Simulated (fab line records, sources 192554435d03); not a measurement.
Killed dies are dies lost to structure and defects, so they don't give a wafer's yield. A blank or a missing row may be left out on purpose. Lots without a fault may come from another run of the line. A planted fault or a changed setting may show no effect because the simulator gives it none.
Which tool did it? | flow n5_finfet | 24 lots, 72 wafers sampled, at 1 step of a route of 1938

WHAT THE GAUGES READ, wafer by wafer
N5_BEOL_M10_OVL_MEAS_29. Usual: V9_OVL 0.1 nm, standard deviation 0.77.
lot  | measured     | on         | V9_OVL (nm)    | flag
L075 | day 11 02:45 | overlay-02 | 0.3 1.0 1.5    |
L074 | day 11 02:56 | overlay-01 | -1.3 -1.3 -1.7 |
L076 | day 11 08:06 | overlay-02 | -0.4 -0.2 -0.4 |
L078 | day 12 04:13 | overlay-02 | -1.9 -0.2 -0.6 |
L077 | day 12 11:26 | overlay-02 | 0.0 -0.2 0.0   |
L079 | day 13 02:33 | overlay-01 | -1.0 0.4 -0.5  |
L081 | day 13 05:25 | overlay-02 | -0.2 -0.3 1.0  |
L080 | day 13 05:35 | overlay-01 | -0.7 0.1 -0.2  |
L082 | day 13 14:49 | overlay-01 | -0.3 -0.3 0.6  |
L083 | day 14 13:30 | overlay-02 | -0.4 -0.7 0.7  |
L085 | day 15 08:23 | overlay-02 | -0.5 0.2 0.7   |
L084 | day 15 08:40 | overlay-02 | -0.8 -0.4 -0.2 |
L088 | day 15 13:24 | overlay-02 | 0.3 1.1 0.2    |
L086 | day 15 21:00 | overlay-02 | 0.9 0.1 0.4    |
L087 | day 15 21:03 | overlay-02 | 0.8 1.1 -0.3   |
L089 | day 15 23:14 | overlay-01 | 1.1 0.2 -0.7   |
L092 | day 16 03:11 | overlay-01 | -0.4 0.6 0.3   |
L090 | day 16 07:08 | overlay-02 | 1.2 0.0 1.4    |
L091 | day 16 13:42 | overlay-01 | 0.0 -0.6 -0.9  |
L094 | day 16 17:32 | overlay-02 | 0.4 -0.9 -0.9  |
L093 | day 16 21:41 | overlay-02 | 0.1 -0.6 0.2   |
L096 | day 17 03:51 | overlay-02 | 0.6 -0.3 1.4   |
L095 | day 17 04:01 | overlay-01 | 0.5 0.8 0.7    |
L097 | day 18 07:47 | overlay-01 | 0.9 0.4 -0.3   |

WHICH TOOL RAN EACH LOT (tool, then ch and the chambers of the sampled wafers, then the start)
The record holds no process step before these readings.

WHAT THE TOOLS THEMSELVES READ (means of the sampled wafers that have a number; where no wafer has one, the mark that the record gives instead)
The record holds no such reading with a usual standard deviation.

THE ANSWER, worked out from the rows above alone
Rule: a lot is off if the mean of its wafers that have a number lies more than 3 standard deviations from the usual mean. A lot without any number at a reading at which 4 lots or more have one is off too. The other lots that the step has rows for count as sound. The gauges are gone through in route order, then the tools' own readings, and for those a lot's mean is taken as printed above. The first step at which some lot is off is used, and at that step the reading that is off furthest; a lot without a number counts as furthest.
No lot is off at any reading shown: from this, nothing can be told.

WHAT THE SIMULATOR HAD PUT IN
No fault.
